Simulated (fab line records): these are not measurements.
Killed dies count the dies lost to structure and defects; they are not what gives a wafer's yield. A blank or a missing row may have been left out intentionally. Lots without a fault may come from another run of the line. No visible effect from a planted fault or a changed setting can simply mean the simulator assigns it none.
Struck lot and sound lot, side by side / flow n5 finfet / 15 out of 1938 route steps
Sound: wafers L106.1, L106.4, L106.5. Struck: wafer L113.1 (L113.3, L113.4, from the same lot, were not struck and are left out); the cause is given at the end.
Each step with rows lists, per side, the tool, then ch with its chambers, then its first start. Under that, the readings that differ: sound wafers / struck wafers / difference of the means / sigmas: that difference in standard deviations of wafers without a fault.
alike: a reading whose means differ by less than 2 such deviations, as well as words and numbers matching on both sides. not compared: withheld readings; readings where some wafer has no value; bounds like >300 that might hide an equal value; numbers whose values overlap and for which the record gives no deviation.
The two part at a step that has a row with sigmas, a row that says differs or no value, or rows on one side only. Non-overlapping numbers with no deviation appear without sigmas and do not part them. Lack of a reading on every wafer of one side parts them only where that side has two or more wafers.

first, 4 steps without rows for these wafers: N5_MOL_CONTACT_COAG_SOFTBAKE_35 (time 60 s); N5_MOL_CONTACT_COAG_EXPOSE_37 (exposes mask VD, defocus 0 nm); N5_MOL_CONTACT_COAG_PEB_38 (peb time 60 s); N5_MOL_CONTACT_COAG_DEVELOP_39 (develop time 30 s).
N5_MOL_CONTACT_COAG_CD_MEAS_40: the cd target is 25.1 nm.
  sound on cd sem-01 ch 0, day 6 13:55; struck on cd sem-01 ch 0, day 8 11:39
  alike: cd nm
N5_MOL_CONTACT_COAG_OVL_MEAS_41:
  sound on overlay-02 ch 0, day 6 13:56; struck on overlay-02 ch 0, day 8 11:41
  alike: VD_OVL
N5_MOL_CONTACT_COAG_INSPECT_42: inspects for defects (brightfield).
  sound: defect inspect-02 at day 6 14:00; struck: defect inspect-02 at day 8 11:44
reading=raw defect count; sound=173 163 186; struck=301; difference=+127; sigmas=+2
N5_MOL_CONTACT_COAG_DESCUM_45: chemistry O2, time 7 s.
  sound on rie diel-01 ch 0,2,3, day 6 15:03; struck on rie diel-03 ch 0, day 8 11:47
  alike: drypump motor current A, oes product au, rf vpp V, showerhead plenum p Torr, throttle valve pct
  not compared: rf hours counter h
N5_MOL_CONTACT_COAG_ETCH_65: etches underlayer in N2/H2, target depth 13 nm, time 10.4 s.
  sound on rie diel-01 ch 0,2,3, day 6 15:05; struck on rie diel-03 ch 0, day 8 11:49
  alike: drypump motor current A, etch rf on time s, oes product au, rf vpp V, showerhead plenum p Torr, throttle valve pct
  not compared: rf hours counter h
N5_MOL_CONTACT_COAG_ETCH_66: etches SiARC in CF4, target depth 13 nm, time 21.7 s.
  sound on rie diel-01 ch 0,2,3, day 6 15:06; struck on rie diel-03 ch 0, day 8 11:50
  alike: drypump motor current A, etch rf on time s, oes product au, rf vpp V, showerhead plenum p Torr, throttle valve pct
  not compared: rf hours counter h
N5_MOL_CONTACT_COAG_ALD_133: deposits SiO2, target thk 5 nm, pulse time 1 s, co reactant pulse time 1 s.
  sound on ald sin-04 ch 0,1,3, day 6 15:11; struck on ald sin-04 ch 1, day 8 12:05
  alike: heater power w, precursor pulse height rel
N5_MOL_CONTACT_COAG_ETCHBACK_134: etches SiO2 in CHF3, target depth 10 nm, time 6.7 s.
  sound on rie diel-05 ch 0,3, day 6 15:24; struck on rie diel-03 ch 1, day 8 12:24
reading=drypump motor current A (A); sound=5.6 5.5 5.6; struck=6.7; difference=+1.1; sigmas=+2
reading=rf vpp V (V); sound=512 535 513; struck=539; difference=+19; sigmas=+2
  alike: oes product au, showerhead plenum p Torr, throttle valve pct
  not compared: rf hours counter h
N5_MOL_CONTACT_COAG_ETCH_67: etches SOC in N2/H2, target depth 60 nm, overetch 21 nm, time 101.2 s.
  sound on rie diel-05 ch 0,3, day 6 15:26; struck on rie diel-03 ch 1, day 8 12:26
reading=drypump motor current A (A); sound=5.6 5.5 5.6; struck=6.7; difference=+1.1; sigmas=+2
reading=model.SiARC_of_MOL_CONTACT_COAG_COAT_63.thk nm (nm); sound=5.8 6 5.8; struck=6.6; difference=+0.7; sigmas=
  alike: oes product au, rf vpp V, showerhead plenum p Torr, throttle valve pct
  not compared: rf hours counter h
then, 1 step without rows for these wafers: N5_MOL_CONTACT_COAG_STRIP_68 (strips in N2/H2).
N5_PASSIVATION_PROBE_49:
  sound wafers here have rows in the record (prober-02, day 13 17:08); struck ones have none

WHERE THEY PART
Last at N5_PASSIVATION_PROBE_49 as far as this record goes, first at N5_MOL_CONTACT_COAG_INSPECT_42.

WHY: the cause the simulator had injected
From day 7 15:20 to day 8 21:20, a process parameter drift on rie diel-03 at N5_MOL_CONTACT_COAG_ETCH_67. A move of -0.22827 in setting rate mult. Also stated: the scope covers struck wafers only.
